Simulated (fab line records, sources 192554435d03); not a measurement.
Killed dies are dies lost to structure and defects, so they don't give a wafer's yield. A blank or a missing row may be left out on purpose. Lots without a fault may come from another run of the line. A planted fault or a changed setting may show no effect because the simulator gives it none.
Which tool did it? | flow n5_finfet | 11 lots, 30 wafers sampled, at 5 steps of a route of 1938

WHAT THE GAUGES READ, wafer by wafer
N5_MIM_BOT_LITHO_INSPECT_12: inspects for defects (macro). Usual: raw_defect_count 2.2, standard deviation 1.5.
lot  | measured     | on                | raw_defect_count | flag
L993 | day 11 12:01 | defect_inspect-02 | 5 6 1            |
L994 | day 11 12:20 | defect_inspect-02 | 0 3 4            |
L995 | day 12 08:59 | defect_inspect-01 | 1 4 4            |
L996 | day 12 02:16 | defect_inspect-02 | 3 4 3            |
L103 | day 14 02:22 | defect_inspect-01 | 4 0 2            |
L105 | day 14 06:07 | defect_inspect-01 | 3 1              |
L109 | day 15 18:38 | defect_inspect-01 | 0 4              |
L110 | day 15 22:07 | defect_inspect-02 | 4 0              |
L112 | day 16 08:34 | defect_inspect-01 | 0 0 1            |
L114 | day 16 18:00 | defect_inspect-01 | 0 1 0            |
L116 | day 17 15:25 | defect_inspect-01 | 2 1 1            |

N5_PASSIVATION_INSPECT_57: inspects for defects (macro). Usual: raw_defect_count 1.9, standard deviation 1.4.
lot  | measured     | on                | raw_defect_count | flag
L993 | day 11 23:05 | defect_inspect-02 | 1 0 1            |
L994 | day 11 23:50 | defect_inspect-01 | 3 3 1            |
L995 | day 12 18:09 | defect_inspect-02 | 2 0 2            |
L996 | day 12 10:25 | defect_inspect-01 | 2 3 4            |
L103 | day 14 11:24 | defect_inspect-02 | 0 1 1            |
L105 | day 14 14:52 | defect_inspect-02 | 2 0              |
L109 | day 16 02:49 | defect_inspect-01 | 0 1              |
L110 | day 16 08:37 | defect_inspect-02 | 3 2              |
L112 | day 16 19:12 | defect_inspect-01 | 2 3 2            |
L114 | day 17 06:24 | defect_inspect-01 | 2 1 0            |
L116 | day 18 02:59 | defect_inspect-02 | 2 2 2            |

WHICH TOOL RAN EACH LOT (tool, then ch and the chambers of the sampled wafers, then the start)
lot  | N5_SD_EPI_N_ETCH_35               | N5_MIM_BOT_ETCH_ETCH_03           | N5_PASSIVATION_PROBE_49
L993 | rie_diel-01 ch 0,1,2, day 3 01:20 | rie_metal-03 ch 0,1, day 11 12:19 | -
L994 | rie_diel-04 ch 1,2, day 3 06:58   | rie_metal-01 ch 0,1, day 11 12:32 | -
L995 | rie_diel-02 ch 0,2, day 3 14:22   | rie_metal-02 ch 0,1, day 12 09:10 | -
L996 | rie_diel-04 ch 0,1, day 3 20:38   | rie_metal-03 ch 0,1, day 12 02:28 | -
L103 | rie_diel-01 ch 0,1,3, day 5 13:20 | rie_metal-03 ch 0,1, day 14 02:34 | prober-01, day 14 11:03
L105 | rie_diel-01 ch 2,3, day 6 00:51   | rie_metal-02 ch 0,1, day 14 06:20 | prober-02, day 14 14:36
L109 | rie_diel-04 ch 2,3, day 7 01:48   | rie_metal-02 ch 0,1, day 15 18:51 | -
L110 | rie_diel-02 ch 1,2, day 7 07:34   | rie_metal-03 ch 0,1, day 15 22:18 | -
L112 | rie_diel-04 ch 0,2,3, day 7 19:46 | rie_metal-03 ch 0,1, day 16 08:47 | -
L114 | rie_diel-04 ch 0,1,2, day 8 05:13 | rie_metal-01 ch 1, day 16 18:13   | -
L116 | rie_diel-04 ch 1,2,3, day 8 19:37 | rie_metal-01 ch 0,1, day 17 15:38 | -
- N5_SD_EPI_N_ETCH_35: etches SOC in N2/H2, overetch 108 nm, time 486 s.
- N5_MIM_BOT_ETCH_ETCH_03: etches the open film in Cl2/BCl3, target depth 12 nm.
- N5_PASSIVATION_PROBE_49

WHAT THE TOOLS THEMSELVES READ (means of the sampled wafers that have a number; where no wafer has one, the mark that the record gives instead)
N5_SD_EPI_N_ETCH_35. Usual: drypump_motor_current_A 5.9 A, standard deviation 0.4; oes_product_au 0.70 a.u., standard deviation 0.074; rf_vpp_V 240.8 V, standard deviation 0.99; showerhead_plenum_p_Torr 2.56 Torr, standard deviation 0.069; throttle_valve_pct 23.9 %, standard deviation 0.36.
lot  | tool        | drypump_motor_current_A (A) | oes_product_au (a.u.) | rf_vpp_V (V) | showerhead_plenum_p_Torr (Torr) | throttle_valve_pct (%) | flag
L993 | rie_diel-01 | 6.1                         | 0.65                  | 240.5        | 2.55                            | 23.9                   |
L994 | rie_diel-04 | 5.8                         | 0.69                  | 240.7        | 2.58                            | 24.0                   |
L995 | rie_diel-02 | 5.9                         | 0.71                  | 241.1        | 2.56                            | 23.9                   |
L996 | rie_diel-04 | 6.4                         | 0.73                  | 240.1        | 2.52                            | 23.7                   |
L103 | rie_diel-01 | 5.8                         | 0.67                  | 240.5        | 2.54                            | 24.2                   |
L105 | rie_diel-01 | 6.0                         | 0.68                  | 240.2        | 2.59                            | 23.9                   |
L109 | rie_diel-04 | 5.3                         | 0.63                  | 241.7        | 2.57                            | 24.2                   |
L110 | rie_diel-02 | 6.2                         | 0.74                  | 241.3        | 2.58                            | 23.6                   |
L112 | rie_diel-04 | 5.5                         | 0.69                  | 240.9        | 2.58                            | 23.9                   |
L114 | rie_diel-04 | 6.0                         | 0.73                  | 241.3        | 2.56                            | 23.7                   |
L116 | rie_diel-04 | 5.7                         | 0.66                  | 239.9        | 2.53                            | 24.1                   |

N5_MIM_BOT_ETCH_ETCH_03. Usual: drypump_motor_current_A 5.47 A, standard deviation 0.25; oes_product_au 0.79 a.u., standard deviation 0.08; throttle_valve_pct 27.79 %, standard deviation 0.26.
lot  | tool         | drypump_motor_current_A (A) | oes_product_au (a.u.) | throttle_valve_pct (%) | flag
L993 | rie_metal-03 | 5.59                        | 0.83                  | 27.79                  |
L994 | rie_metal-01 | 5.37                        | 0.75                  | 27.53                  |
L995 | rie_metal-02 | 5.24                        | 0.84                  | 27.89                  |
L996 | rie_metal-03 | 5.59                        | 0.83                  | 27.79                  |
L103 | rie_metal-03 | 5.71                        | 0.84                  | 27.88                  |
L105 | rie_metal-02 | 5.35                        | 0.80                  | 27.87                  |
L109 | rie_metal-02 | 5.32                        | 0.79                  | 27.89                  |
L110 | rie_metal-03 | 5.64                        | 0.81                  | 27.84                  |
L112 | rie_metal-03 | 5.73                        | 0.82                  | 27.88                  |
L114 | rie_metal-01 | 5.34                        | 0.77                  | 27.29                  |
L116 | rie_metal-01 | 5.39                        | 0.82                  | 27.45                  |

N5_PASSIVATION_PROBE_49. Usual: killed_at_M0_to_M3 33, standard deviation 9.1; killed_at_M4_up 14, standard deviation 5.6; killed_at_contacts 13, standard deviation 5.7; killed_at_front_end 42, standard deviation 12; killed_at_other 4, standard deviation 3; killed_dies 105, standard deviation 16; killed_on_rim 13, standard deviation 4; killed_open 69, standard deviation 11; killed_short 34, standard deviation 7.5.
lot  | tool      | killed_at_M0_to_M3 | killed_at_M4_up | killed_at_contacts | killed_at_front_end | killed_at_other | killed_dies | killed_on_rim | killed_open | killed_short | flag
L103 | prober-01 | 20                 | 10              | 11                 | 184                 | 6               | 232         | 39            | 52          | 32           | OFF
L105 | prober-02 | 22                 | 20              | 12                 | 274                 | 6               | 335         | 82            | 60          | 28           | OFF

THE ANSWER, worked out from the rows above alone
Rule: a lot is off if the mean of its wafers that have a number lies more than 3 standard deviations from the usual mean. A lot without any number at a reading at which 4 lots or more have one is off too. The other lots that the step has rows for count as sound. The gauges are gone through in route order, then the tools' own readings, and for those a lot's mean is taken as printed above. The first step at which some lot is off is used, and at that step the reading that is off furthest; a lot without a number counts as furthest.
Off: L103, L105, at N5_PASSIVATION_PROBE_49 (killed_at_front_end). Neither off nor sound, because the step has no rows for them: L993, L994, L995, L996, L109, L110, L112, L114, L116.
A tool fits if, at that step or a process step before it, it ran every lot that is off, and no sound lot after the first of them. One fits: rie_diel-01 at N5_SD_EPI_N_ETCH_35. It ran no sound lot before its first lot that is off in this sample, so the start can't be narrowed down.

WHAT THE SIMULATOR HAD PUT IN
Process parameter drift: rie_diel-01, from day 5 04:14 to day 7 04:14, at N5_SD_EPI_N_ETCH_35. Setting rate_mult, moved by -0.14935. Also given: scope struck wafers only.
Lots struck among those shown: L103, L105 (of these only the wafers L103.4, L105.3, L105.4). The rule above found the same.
